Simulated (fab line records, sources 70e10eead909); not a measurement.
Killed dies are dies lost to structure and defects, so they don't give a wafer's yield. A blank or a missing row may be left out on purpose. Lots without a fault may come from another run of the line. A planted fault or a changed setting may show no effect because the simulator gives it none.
Chamber matching | flow nand_harc | NHARC_A_DECK1_JOINT_CMP_02 on cmp-03: 4 sister chambers
The step polishes SiOx. 4 wafers are shown with their chamber, then 12 later ones without.

WAFERS WITH THEIR CHAMBER
wafer  | chamber | motor_current_A (A)
L085.1 | 1       | 12.0
L089.1 | 3       | 11.0
L089.2 | 0       | 13.1
L089.6 | 2       | 14.3

WAFERS WITHOUT THEIR CHAMBER
wafer  | motor_current_A (A)
L090.1 | 14.2
L090.3 | 11.5
L090.6 | 13.5
L093.1 | 11.4
L093.3 | 15.0
L093.4 | 10.6
L095.1 | 14.9
L095.2 | 13.1
L095.5 | 15.2
L095.3 | 10.8
L095.4 | 11.9
L095.6 | 11.4

WHICH CHAMBER EACH WENT THROUGH
wafer  | from the rows above     | in truth
L090.1 | 2                       | 2
L090.3 | can't be placed: 1 or 3 | 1
L090.6 | can't be placed: 0 or 2 | 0
L093.1 | can't be placed: 3 or 1 | 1
L093.3 | 2                       | 2
L093.4 | 3                       | 3
L095.1 | 2                       | 2
L095.2 | 0                       | 0
L095.5 | 2                       | 2
L095.3 | 3                       | 3
L095.4 | can't be placed: 1 or 3 | 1
L095.6 | can't be placed: 3 or 1 | 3
Placed correctly: 7 of 12. Can't be placed from these rows: 5 (the true chamber is among the candidates in 5). Placed wrongly: 0.
How it was worked out, from the rows above alone: a wafer's distance from a chamber is the root of the sum, over the readings, of the square of ((its reading less the chamber's mean) divided by the reading's scatter). The wafer belongs to the nearest chamber; if the next one is less than 2 further off, it can't be placed. A chamber's mean is the mean of its shown wafers. The scatter: with one shown wafer a chamber, the root of the mean of the squares of how far each hidden wafer lies from its nearest shown one.
